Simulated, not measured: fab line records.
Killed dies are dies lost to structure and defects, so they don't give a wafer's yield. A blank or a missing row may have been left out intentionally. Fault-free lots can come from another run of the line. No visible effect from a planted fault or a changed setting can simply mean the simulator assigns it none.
Lot-split experiment / flow n5 finfet / 21 wafers read from 7 lots, route of 1938 steps

## SPLIT DETAILS
At N5_BEOL_M11_PECVD_70 (deposits SiO2 from TEOS/O2, target thk 20 nm, time 22.7 s), the setting time s was moved away from the recipe's 22.7 s on 7 of the 21 wafers read, by -10.0% to -5.0%. The other wafers ran this setting at the recipe's value.

The reading comes from the split's own step.

## THE READING
SiO2_of_BEOL_M11_PECVD_70.thk nm (the simulator's own value, which no gauge read), in nm, at N5_BEOL_M11_PECVD_70 (deposits SiO2 from TEOS/O2, target thk 20 nm, time 22.7 s). The file gives no usual value for it. Here, 14 wafers ran the recipe; their average is 19.8 nm with a standard deviation of 0.27 nm.

wafer=L074.3; tool, chamber at the split=pecvd-04, 0; time s as run, s=22.7; against the recipe=recipe; SiO2_of_BEOL_M11_PECVD_70.thk nm, nm=20; against lot-mates on the recipe=-
wafer=L074.5; tool, chamber at the split=pecvd-04, 0; time s as run, s=22.7; against the recipe=recipe; SiO2_of_BEOL_M11_PECVD_70.thk nm, nm=20; against lot-mates on the recipe=-
wafer=L074.6; tool, chamber at the split=pecvd-04, 1; time s as run, s=22.7; against the recipe=recipe; SiO2_of_BEOL_M11_PECVD_70.thk nm, nm=20.2; against lot-mates on the recipe=-
wafer=L076.1; tool, chamber at the split=pecvd-03, 2; time s as run, s=20.9; against the recipe=-7.9%; SiO2_of_BEOL_M11_PECVD_70.thk nm, nm=17.8; against lot-mates on the recipe=no lot-mate on the recipe
wafer=L076.3; tool, chamber at the split=pecvd-03, 2,0; time s as run, s=20.9; against the recipe=-7.9%; SiO2_of_BEOL_M11_PECVD_70.thk nm, nm=18.2; against lot-mates on the recipe=no lot-mate on the recipe
wafer=L076.5; tool, chamber at the split=pecvd-03, 2,0; time s as run, s=20.9; against the recipe=-7.9%; SiO2_of_BEOL_M11_PECVD_70.thk nm, nm=18.2; against lot-mates on the recipe=no lot-mate on the recipe
wafer=L080.1; tool, chamber at the split=pecvd-03, 0; time s as run, s=22.7; against the recipe=recipe; SiO2_of_BEOL_M11_PECVD_70.thk nm, nm=19.4; against lot-mates on the recipe=-
wafer=L080.3; tool, chamber at the split=pecvd-03, 2; time s as run, s=22.7; against the recipe=recipe; SiO2_of_BEOL_M11_PECVD_70.thk nm, nm=19.6; against lot-mates on the recipe=-
wafer=L080.4; tool, chamber at the split=pecvd-03, 0; time s as run, s=20.81; against the recipe=-8.3%; SiO2_of_BEOL_M11_PECVD_70.thk nm, nm=18.2; against lot-mates on the recipe=-1.3
wafer=L083.1; tool, chamber at the split=pecvd-04, 0; time s as run, s=20.43; against the recipe=-10.0%; SiO2_of_BEOL_M11_PECVD_70.thk nm, nm=18; against lot-mates on the recipe=-2.2
wafer=L083.4; tool, chamber at the split=pecvd-04, 1,0; time s as run, s=22.7; against the recipe=recipe; SiO2_of_BEOL_M11_PECVD_70.thk nm, nm=20.2; against lot-mates on the recipe=-
wafer=L083.5; tool, chamber at the split=pecvd-04, 1,0; time s as run, s=22.7; against the recipe=recipe; SiO2_of_BEOL_M11_PECVD_70.thk nm, nm=20.2; against lot-mates on the recipe=-
wafer=L087.1; tool, chamber at the split=pecvd-04, 1; time s as run, s=22.7; against the recipe=recipe; SiO2_of_BEOL_M11_PECVD_70.thk nm, nm=19.6; against lot-mates on the recipe=-
wafer=L087.5; tool, chamber at the split=pecvd-04, 0,1; time s as run, s=21.57; against the recipe=-5.0%; SiO2_of_BEOL_M11_PECVD_70.thk nm, nm=19.2; against lot-mates on the recipe=-0.4
wafer=L087.6; tool, chamber at the split=pecvd-04, 0,1; time s as run, s=21.57; against the recipe=-5.0%; SiO2_of_BEOL_M11_PECVD_70.thk nm, nm=19.2; against lot-mates on the recipe=-0.4
wafer=L090.1; tool, chamber at the split=pecvd-03, 0; time s as run, s=22.7; against the recipe=recipe; SiO2_of_BEOL_M11_PECVD_70.thk nm, nm=19.4; against lot-mates on the recipe=-
wafer=L090.5; tool, chamber at the split=pecvd-03, 0; time s as run, s=22.7; against the recipe=recipe; SiO2_of_BEOL_M11_PECVD_70.thk nm, nm=19.6; against lot-mates on the recipe=-
wafer=L090.6; tool, chamber at the split=pecvd-03, 2; time s as run, s=22.7; against the recipe=recipe; SiO2_of_BEOL_M11_PECVD_70.thk nm, nm=19.8; against lot-mates on the recipe=-
wafer=L093.2; tool, chamber at the split=pecvd-03, 2,0; time s as run, s=22.7; against the recipe=recipe; SiO2_of_BEOL_M11_PECVD_70.thk nm, nm=19.8; against lot-mates on the recipe=-
wafer=L093.4; tool, chamber at the split=pecvd-03, 2,0; time s as run, s=22.7; against the recipe=recipe; SiO2_of_BEOL_M11_PECVD_70.thk nm, nm=19.8; against lot-mates on the recipe=-
wafer=L093.6; tool, chamber at the split=pecvd-03, 2; time s as run, s=22.7; against the recipe=recipe; SiO2_of_BEOL_M11_PECVD_70.thk nm, nm=20; against lot-mates on the recipe=-
The file does not say which wafer passed through which chamber wherever a row lists several chambers: such a row stands for several wafers.

FIT RESULTS
A straight line over all 21 wafers: SiO2_of_BEOL_M11_PECVD_70.thk nm changes by +0.198 nm for each +1% of time s; r = +0.94; the points scatter about the line by 0.28 nm.
The same after taking each lot's own level away (the mean of its wafers on the recipe; 18 wafers): +0.172 nm for each +1%; r = +0.93; scatter 0.22 nm.
That fit puts the effect of the largest move of time s on the reading at 1.7 nm.
The span of the lots' own levels, 19.50 to 20.20 nm, comes to 2.6 times the standard deviation stated above.
Hence the slope depends on the lot-to-lot level, as the two fits are not the same.
Check: for one of the wafers moved furthest among these (-10.0%), held out of the fit, the line's prediction against its lot-mates is -1.25 nm. It came out at -2.2 nm against them.

## OTHER SPLITS APPLIED TO THESE WAFERS
These wafers also went through other splits before the reading. Each is held against what the fit with the lots' levels taken away leaves over:
other split on the same wafers=N5_BEOL_M9_STRIP_19 power w; wafers away from the commonest value=9; r with SiO2_of_BEOL_M11_PECVD_70.thk nm (lot level and that fit taken away)=+0.38

## FILE'S OWN FIT
SiO2_of_BEOL_M11_PECVD_70.thk nm changes by +0.179 nm for each +1% of time s, r = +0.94.
